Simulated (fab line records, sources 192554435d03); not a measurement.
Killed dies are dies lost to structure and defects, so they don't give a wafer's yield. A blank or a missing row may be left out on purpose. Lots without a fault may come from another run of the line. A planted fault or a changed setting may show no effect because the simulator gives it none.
Split-lot experiment | flow n5_finfet | 7 lots, 21 wafers read, on a route of 1938 steps

THE SPLIT
At N5_MOL_CONTACT_COAG_CONTACT_ETCH_14 (etches SiO2 in C4F6/O2, target depth 27.5 nm, overetch 8.5 nm, time 20 s), the setting source_w was moved away from the recipe's 370 W on 7 of the 21 wafers read, by -15.4% to +16.4%. The other wafers ran this setting at the recipe's value.

The reading is taken at the split's own step.

THE READING
rf_vpp_V, in V, at N5_MOL_CONTACT_COAG_CONTACT_ETCH_14 (etches SiO2 in C4F6/O2, target depth 27.5 nm, overetch 8.5 nm, time 20 s). Fault-free wafers of this fab line usually give 694.2 V, standard deviation 2.4 V.

wafer  | tool, chamber at the split | source_w as run, W | against the recipe | rf_vpp_V, V | against lot-mates on the recipe
L075.1 | rie_diel-01, 1             | 324.9              | -12.2%             | 723.5       | +25.1
L075.5 | rie_diel-01, 0             | 370                | recipe             | 698.4       | -
L075.6 | rie_diel-01, 3             | 324.9              | -12.2%             | 718.0       | +19.6
L083.2 | rie_diel-04, 3             | 370                | recipe             | 695.8       | -
L083.5 | rie_diel-04, 1             | 370                | recipe             | 691.3       | -
L083.6 | rie_diel-04, 2             | 370                | recipe             | 693.7       | -
L086.2 | rie_diel-02, 1             | 313.2              | -15.4%             | 732.3       | +38.6
L086.3 | rie_diel-02, 3             | 370                | recipe             | 693.9       | -
L086.4 | rie_diel-02, 2             | 370                | recipe             | 693.5       | -
L087.1 | rie_diel-01, 3             | 370                | recipe             | 690.3       | -
L087.4 | rie_diel-01, 0             | 370                | recipe             | 697.9       | -
L087.6 | rie_diel-01, 1             | 430.6              | +16.4%             | 663.1       | -31.0
L090.1 | rie_diel-02, 0             | 408.9              | +10.5%             | 671.6       | -23.9
L090.4 | rie_diel-02, 2             | 408.9              | +10.5%             | 672.8       | -22.7
L090.5 | rie_diel-02, 0             | 370                | recipe             | 695.5       | -
L091.2 | rie_diel-01, 3             | 370                | recipe             | 689.1       | -
L091.4 | rie_diel-01, 1             | 370                | recipe             | 695.2       | -
L091.6 | rie_diel-01, 2             | 370                | recipe             | 697.4       | -
L095.1 | rie_diel-01, 0             | 370                | recipe             | 696.9       | -
L095.2 | rie_diel-01, 1             | 319.8              | -13.6%             | 727.3       | +29.4
L095.3 | rie_diel-01, 2             | 370                | recipe             | 698.9       | -

THE FIT
A straight line over all 21 wafers: rf_vpp_V changes by -2.18 V for each +1% of source_w; r = -0.99; the points scatter about the line by 3 V.
The same after taking each lot's own level away (the mean of its wafers on the recipe; 21 wafers): -2.1 V for each +1%; r = -0.98; scatter 3 V.
On that fit, the largest move of source_w shifts the reading by 34 V.
The lots' own levels span 693.60 to 698.40 V, that is 2.0 times the standard deviation above.
So the lot-to-lot level changes the slope little: the two slopes agree.
Check: with one of the wafers moved furthest among these (+16.4%) left out of the fit, the line predicts -35.7 V for it against its lot-mates. It came out at -31 V against them.
Tool readings at the split's step, against how far the setting was moved: rf_vpp_V r = -0.99.

OTHER SPLITS ON THESE WAFERS
These wafers also went through other splits before the reading. Each is held against what the fit with the lots' levels taken away leaves over:
other split on the same wafers     | wafers away from the commonest value | r with rf_vpp_V (lot level and that fit taken away)
N5_SD_EPI_N_PEB_07 peb_temp_c      | 5                                    | +0.21
N5_SD_EPI_N_ETCH_16 target_depth_a | 6                                    | +0.17
N5_SD_EPI_N_EPI_21 temp_c          | 8                                    | -0.20
N5_SDB_ALD_29 ald_cycles           | 8                                    | -0.21
N5_HKMG_FIN_ETCH_55 bias_w         | 13                                   | +0.11

THE FILE'S OWN FIT
rf_vpp_V changes by -2.13 V for each +1% of source_w, r = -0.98.
